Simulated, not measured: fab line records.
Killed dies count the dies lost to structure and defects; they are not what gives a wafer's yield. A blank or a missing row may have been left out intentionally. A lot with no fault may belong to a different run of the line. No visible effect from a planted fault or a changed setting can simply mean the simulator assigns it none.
Which of the tools did it? -- flow nand_harc -- 6 lots, 18 wafers sampled, at 4 steps of a route of 1302

## WHAT EACH GAUGE READ, for each wafer
NHARC_THIN_TSV_CD_MEAS_12: the cd target is 1000 nm.
lot,measured,on,cd_nm (nm)
L917,day 24 00:20,cd_sem-02,1004.5 1003.7 1003.3
L919,day 24 21:15,cd_sem-02,1003.2 1000.5 1002.6
L926,day 28 10:59,cd_sem-01,1000.7 1002.0 1001.4
L930,day 29 10:38,cd_sem-01,1001.0 1001.1 999.1
L934,day 29 20:04,cd_sem-03,1002.0 1001.9 1001.9
L938,day 32 18:01,cd_sem-01,1001.3 1000.3 1000.0

## WHICH TOOL RAN EACH LOT (tool, then ch and the chambers of the sampled wafers, then the start)
lot,NHARC_A_ONON_D1_DEP_09,NHARC_A_BONDPAD_ETCH_24,NHARC_HYBRID_BOND_ACTIVATE_00
L917,"pecvd_onon-01 ch 0, day 7 20:32","rie_diel-13 ch 2,3, day 23 08:13 or earlier","rie_diel-11 ch 1,2,3, day 23 08:13"
L919,"pecvd_onon-01 ch 0, day 9 00:25","rie_diel-10 ch 0,3, day 24 08:28 or earlier","rie_diel-03 ch 0,2, day 24 08:28"
L926,"pecvd_onon-01 ch 0, day 11 13:35","rie_diel-10 ch 0,2, day 27 22:15","rie_diel-11 ch 1,3, day 28 00:20"
L930,"pecvd_onon-01 ch 0, day 13 03:25","rie_diel-04 ch 1,2,3, day 28 22:40 or earlier","rie_diel-11 ch 1,2,3, day 28 22:40"
L934,"pecvd_onon-04 ch 0, day 14 20:56","rie_diel-04 ch 0,1, day 29 06:31 or earlier","rie_diel-11 ch 1,2,3, day 29 06:31"
L938,"pecvd_onon-04 ch 0, day 16 21:50","rie_diel-13 ch 1,2,3, day 32 05:46 or earlier","rie_diel-11 ch 1,3, day 32 05:46"
- NHARC_A_ONON_D1_DEP_09: target thk 1000 nm.
- NHARC_A_BONDPAD_ETCH_24: etches the open film in CF4/N2, target depth 30 nm, time 72.99 s.
- NHARC_HYBRID_BOND_ACTIVATE_00: chemistry N2, time 60 s.

## THE ANSWER, worked out from the rows above alone
Rule: the usual values come from the lots themselves. Put in order of their means at a reading, lots are off if they are a third of the lots or fewer, leave a main group of 4 or more, and stand apart from it by a gap of 3 or more times the standard deviation of the main group's means; of several such gaps the widest counts. Not used: any main group whose means are identical at the precision the tables above print for the reading. Also off: a lot with no number at a reading for which 4 or more lots have one. Where the step has rows for the other lots, those lots are counted as sound.
Across all readings shown, no lot is off: no conclusion can be drawn from this.

## WHAT THE SIMULATOR PUT IN
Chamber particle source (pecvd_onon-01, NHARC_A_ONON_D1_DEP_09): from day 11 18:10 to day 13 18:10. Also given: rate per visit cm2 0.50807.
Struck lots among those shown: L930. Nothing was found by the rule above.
